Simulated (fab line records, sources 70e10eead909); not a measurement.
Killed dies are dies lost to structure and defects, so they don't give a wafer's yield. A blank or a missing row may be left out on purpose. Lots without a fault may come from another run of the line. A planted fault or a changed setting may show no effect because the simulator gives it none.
One fault seen from 3 desks | flow nand_harc | each desk has only its own numbers; what lay behind them comes last

THE TOOL OWNER'S DESK: pecvd_onon-01
The tool's own readings at NHARC_A_ONON_D1_DEP_19 (target thk 1000 nm): means of the sampled wafers that have a number, for each lot that ran on this tool. A lot is out of limits, marked OUT, if its mean lies more than 4 standard deviations from the usual mean; the brackets give that distance.
Columns: A = sih4_flow_sccm at NHARC_A_ONON_D1_DEP_19, usual 209.9 sccm
lot  | first seen here | A
L278 | day 9 09:20     | 209.7
L282 | day 11 12:30    | 210.5
L284 | day 12 04:35    | 210.3
L290 | day 14 15:14    | 209.8
L291 | day 14 21:11    | 209.3
L292 | day 15 08:52    | 209.1
This desk's finding: nothing out of limits on any of the 6 lots.

THE METROLOGY DESK
What the gauges read, lot by lot, whatever tool the lot ran on: means of the sampled wafers that have a number. A lot is out of limits, marked OUT, if its mean lies more than 4 standard deviations from the usual mean; the brackets give that distance.
Columns: A = thk_nm at NHARC_A_ONON_D1_THK_MEAS_21, usual 1001 nm
lot  | first seen here | A
L275 | day 7 21:47     | 1008
L277 | day 8 20:01     | 990
L278 | day 9 09:47     | 1008
L279 | day 9 19:29     | 988
L282 | day 11 12:53    | 1008
L283 | day 11 12:55    | 994
L284 | day 12 05:02    | 998
L290 | day 14 15:45    | 1220 (+23) OUT
L291 | day 14 21:35    | 1235 (+25) OUT
L292 | day 15 09:15    | 1442 (+47) OUT
L294 | day 15 20:22    | 981
L297 | day 17 11:51    | 994
L298 | day 17 18:04    | 1004
This desk's finding: out of limits on L290, L291, L292; first on L290, day 14 15:45 (thk_nm at NHARC_A_ONON_D1_THK_MEAS_21). In limits: L275, L277, L278, L279, L282, L283, L284, L294, L297, L298.

THE DEFECT DESK
What the inspections along the route counted, lot by lot: means of the sampled wafers that have a number. A lot is out of limits, marked OUT, if its mean lies more than 4 standard deviations from the usual mean; the brackets give that distance.
Columns: A = raw_defect_count at NHARC_A_ZERO_WELL_INSPECT_17, usual 10
lot  | first seen here | A
L275 | day 6 15:20     | 6
L277 | day 7 10:17     | 6
L278 | day 8 02:01     | 10
L279 | day 8 10:39     | 14
L282 | day 10 01:44    | 8
L283 | day 10 04:56    | 10
L284 | day 10 19:55    | 10
L290 | day 13 06:34    | 20
L291 | day 13 13:22    | 10
L292 | day 14 00:26    | 24
L294 | day 14 13:32    | 11
L297 | day 16 02:27    | 9
L298 | day 16 10:17    | 11
This desk's finding: nothing out of limits on any of the 13 lots.

PUT TOGETHER
The metrology desk could have raised an alarm at day 14 15:45, on L290, L291, L292.
The tool owner's desk saw nothing out of limits.
The defect desk saw nothing out of limits.
The tool owner's desk has L290, L291, L292 on record, within its limits.
The defect desk has L290, L291, L292 on record, within its limits.
Of the lots named, all ran NHARC_A_ONON_D1_DEP_19 on pecvd_onon-01.

WHAT THE SIMULATOR HAD PUT IN
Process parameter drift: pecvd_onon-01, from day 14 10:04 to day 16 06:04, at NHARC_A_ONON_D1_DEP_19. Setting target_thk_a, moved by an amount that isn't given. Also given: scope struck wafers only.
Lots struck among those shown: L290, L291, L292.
Hours from the fault's start to each desk's first reading out of limits: the metrology desk, 6.
